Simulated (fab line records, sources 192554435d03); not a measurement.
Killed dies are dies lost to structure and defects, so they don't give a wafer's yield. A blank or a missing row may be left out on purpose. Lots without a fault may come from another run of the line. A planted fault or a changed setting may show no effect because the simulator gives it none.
Which tool did it? | flow n5_finfet | 7 lots, 19 wafers sampled, at 4 steps of a route of 1938

WHAT THE GAUGES READ, wafer by wafer
N5_BEOL_M9_OCD_MEAS_38.
lot  | measured     | on     | trench_depth_nm (nm)
L696 | day 10 20:30 | ocd-01 | 153.4 152.4 150.5
L699 | day 11 09:11 | ocd-01 | 123.8 122.4
L707 | day 13 15:10 | ocd-01 | 152.1 150.2 148.5
L711 | day 14 11:37 | ocd-01 | 154.1 154.0 153.6
L715 | day 15 17:38 | ocd-02 | 149.2 151.3 150.0
L717 | day 16 02:22 | ocd-02 | 152.5 153.0
L718 | day 16 05:45 | ocd-01 | 152.9 153.0 152.2

WHICH TOOL RAN EACH LOT (tool, then ch and the chambers of the sampled wafers, then the start)
lot  | N5_BEOL_M9_STRIP_67                | N5_BEOL_M9_ETCH_65                 | N5_BEOL_M9_TRENCH_ETCH_37
L696 | rie_diel-02 ch 0,3, day 10 17:34   | rie_diel-04 ch 0,1,3, day 10 20:06 | rie_diel-04 ch 0,1,3, day 10 20:20
L699 | rie_diel-04 ch 0,2, day 11 07:25   | rie_diel-04 ch 0,1, day 11 08:47   | rie_diel-04 ch 0,1, day 11 09:01
L707 | rie_diel-05 ch 0,2,3, day 13 11:05 | rie_diel-05 ch 0,2,3, day 13 14:46 | rie_diel-05 ch 0,2,3, day 13 14:59
L711 | rie_diel-02 ch 1,2,3, day 14 07:31 | rie_diel-04 ch 0,1,2, day 14 11:12 | rie_diel-04 ch 0,1,2, day 14 11:26
L715 | rie_diel-04 ch 0,1,3, day 15 14:22 | rie_diel-04 ch 1,2, day 15 17:14   | rie_diel-04 ch 1,2, day 15 17:28
L717 | rie_diel-02 ch 0,1, day 15 23:11   | rie_diel-04 ch 2,3, day 16 01:58   | rie_diel-04 ch 2,3, day 16 02:12
L718 | rie_diel-05 ch 0,1,2, day 16 03:29 | rie_diel-04 ch 0,1,2, day 16 05:20 | rie_diel-04 ch 0,1,2, day 16 05:34
- N5_BEOL_M9_STRIP_67: strips in CF4.
- N5_BEOL_M9_ETCH_65: etches SiARC in CF4, target depth 15.6 nm, time 26 s.
- N5_BEOL_M9_TRENCH_ETCH_37: etches SiCOH lowk in C4F6/O2, target depth 151.43 nm, time 49 s.

THE ANSWER, worked out from the rows above alone
Rule: what is usual is taken from the lots themselves. Put in order of their means at a reading, lots are off if they are a third of the lots or fewer, leave a main group of 4 or more, and stand apart from it by a gap of 3 or more times the standard deviation of the main group's means; of several such gaps the widest counts. A main group whose means are all the same, to the digits that the tables above print for the reading, isn't used. A lot without any number at a reading at which 4 lots or more have one is off too. The other lots that the step has rows for count as sound.
Off: L699, at N5_BEOL_M9_OCD_MEAS_38 (trench_depth_nm). The main group: mean 152.0 nm, standard deviation 1.4.
A tool fits if, at a process step before that reading, it ran every lot that is off, and no sound lot after the first of them. The gauges at N5_BEOL_M9_OCD_MEAS_38 are tried like those tools. None of those tried fits.

WHAT THE SIMULATOR HAD PUT IN
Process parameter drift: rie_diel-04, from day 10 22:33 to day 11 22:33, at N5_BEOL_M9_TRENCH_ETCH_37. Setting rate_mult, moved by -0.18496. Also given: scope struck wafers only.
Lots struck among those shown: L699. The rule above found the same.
